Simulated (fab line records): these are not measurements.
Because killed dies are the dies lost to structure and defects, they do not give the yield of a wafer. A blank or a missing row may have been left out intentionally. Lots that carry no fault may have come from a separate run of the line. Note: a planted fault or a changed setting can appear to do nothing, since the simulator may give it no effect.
Matching of chambers ; flow n5Finfet ; N5_MOL_CONTACT_COAG_ALD_20 on aldMetal-03 has 4 sister chambers
The step deposits TiN, target thk 1.5 nm, pulse time 1 s, purge time 3 s. 8 wafers are shown with their chamber, then 7 later ones without.

== WAFERS, EACH WITH ITS CHAMBER ==
wafer;chamber;heaterPowerW (W);precursorPulseHeightRel
L662.6;1;1079;1.013
L665.3;1;1059;0.997
L665.4;2;836;1.037
L665.6;3;958;0.971
L666.2;3;1001;0.986
L666.6;0;956;1.002
L668.2;2;828;1.013
L668.3;0;940;1.012

== WAFERS WITH NO CHAMBER GIVEN ==
wafer;heaterPowerW (W);precursorPulseHeightRel
L668.4;1068;0.993
L677.2;1075;1.050
L677.3;1003;1.003
L677.4;846;1.015
L678.1;954;1.028
L678.2;995;1.030
L678.6;836;0.983

== THE CHAMBER EACH PASSED THROUGH ==
wafer;from the rows above;in truth
L668.4;1;1
L677.2;1;1
L677.3;can't be placed: 3 or 0 or 1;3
L677.4;2;2
L678.1;0;0
L678.2;can't be placed: 0 or 3 or 1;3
L678.6;2;2
5 of 7 placed correctly. Unplaceable from these rows: 2, with the true chamber sitting among the candidates in 2. 0 placed wrongly.
How it was worked out, from the rows above alone: a wafer's distance from a chamber is the root of the sum, over the readings, of the square of ((its reading less the chamber's mean) divided by the reading's scatter). The wafer belongs to the nearest chamber; if the next one is less than 2 further off, it can't be placed. Each chamber's mean is taken over the wafers shown for it. The scatter: the root of (the sum of the squares of (reading less its chamber's mean) over the shown wafers, divided by (wafers less chambers)).
